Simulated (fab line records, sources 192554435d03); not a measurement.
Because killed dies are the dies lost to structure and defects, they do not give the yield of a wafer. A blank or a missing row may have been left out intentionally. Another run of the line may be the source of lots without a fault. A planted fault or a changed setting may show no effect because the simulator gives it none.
Split-lot study | flow n5-finfet | 21 wafers read from 7 lots, route of 1938 steps

## THE SPLIT
At N5_BEOL_M12_COAT_65 (time 60 s, resist thk 300 nm), the setting spin-rpm was moved away from the recipe's 1500 rpm on 8 of the 21 wafers read, by -11.0% to +10.8%. This setting was run at the recipe's value on the other wafers.

The reading comes from the split's own step.

## THE READING
SOC_of_BEOL_M12_COAT_65.thk-nm (the simulator's own value, which no gauge read), in nm, at N5_BEOL_M12_COAT_65 (time 60 s, resist thk 300 nm). The file gives no usual value for it. Here, 13 wafers ran the recipe; their average is 300.3 nm with a standard deviation of 1 nm.

wafer  | tool, chamber at the split | spin-rpm as run, rpm | against the recipe | SOC_of_BEOL_M12_COAT_65.thk-nm, nm | against lot-mates on the recipe
L079.1 | litho-track-03, 0          | 1500                 | recipe             | 299.6                              | -
L079.3 | litho-track-03, 0          | 1610                 | +7.3%              | 288.4                              | -11.2
L079.5 | litho-track-03, 0          | 1610                 | +7.3%              | 289.4                              | -10.2
L080.2 | litho-track-01, 0          | 1500                 | recipe             | 300.4                              | -
L080.4 | litho-track-01, 0          | 1638                 | +9.2%              | 287.6                              | -13.2
L080.5 | litho-track-01, 0          | 1500                 | recipe             | 301.2                              | -
L084.2 | litho-track-05, 0          | 1500                 | recipe             | 299.2                              | -
L084.3 | litho-track-05, 0          | 1335                 | -11.0%             | 318.6                              | +19.0
L084.4 | litho-track-05, 0          | 1500                 | recipe             | 300                                | -
L089.2 | litho-track-05, 0          | 1500                 | recipe             | 301.4                              | -
L089.3 | litho-track-05, 0          | 1500                 | recipe             | 300.4                              | -
L089.6 | litho-track-05, 0          | 1500                 | recipe             | 301                                | -
L091.3 | litho-track-01, 0          | 1413                 | -5.8%              | 310.4                              | +10.5
L091.5 | litho-track-01, 0          | 1500                 | recipe             | 300.2                              | -
L091.6 | litho-track-01, 0          | 1500                 | recipe             | 299.6                              | -
L097.2 | litho-track-03, 0          | 1627                 | +8.5%              | 288.8                              | -13.8
L097.4 | litho-track-03, 0          | 1500                 | recipe             | 302.6                              | -
L097.6 | litho-track-03, 0          | 1627                 | +8.5%              | 288                                | -14.6
L096.1 | litho-track-01, 0          | 1662                 | +10.8%             | 284.4                              | -14.6
L096.4 | litho-track-01, 0          | 1500                 | recipe             | 299.2                              | -
L096.5 | litho-track-01, 0          | 1500                 | recipe             | 298.8                              | -

FIT RESULTS
A straight line over all 21 wafers: SOC_of_BEOL_M12_COAT_65.thk-nm changes by -1.53 nm for each +1% of spin-rpm; r = -0.99; the points scatter about the line by 1 nm.
The same after taking each lot's own level away (the mean of its wafers on the recipe; 21 wafers): -1.58 nm for each +1%; r = -0.99; scatter 0.89 nm.
On that fit, the largest move of spin-rpm shifts the reading by 17 nm.
From 299.00 to 302.60 nm: that is the span of the lots' own levels, equal to 3.5 times the standard deviation above.
So the lot-to-lot level changes the slope little: the two slopes agree.
Check: with one of the wafers moved furthest among these (-11.0%) left out of the fit, the line predicts +17 nm for it against its lot-mates. It came out at +19 nm against them.

## ADDITIONAL SPLITS CARRIED BY THESE WAFERS
Note: prior to the reading, these wafers also went through further splits. Each is held against what the fit with the lots' levels taken away leaves over:
other split on the same wafers | wafers away from the commonest value | r with SOC_of_BEOL_M12_COAT_65.thk-nm (lot level and that fit taken away)
N5_BEOL_M6_EXPOSE_25 dose-mj   | 7                                    | +0.06
N5_BEOL_M6_ETCH_66 bias-w      | 9                                    | -0.16
N5_BEOL_M9_ILD_DEP_00 time-s   | 7                                    | -0.14
N5_BEOL_M9_DEP_56 time-s       | 8                                    | -0.22
N5_BEOL_M11_COAT_60 spin-rpm   | 4                                    | -0.14

## THE FILE'S OWN FIT
SOC_of_BEOL_M12_COAT_65.thk-nm changes by -1.55 nm for each +1% of spin-rpm, r = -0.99.
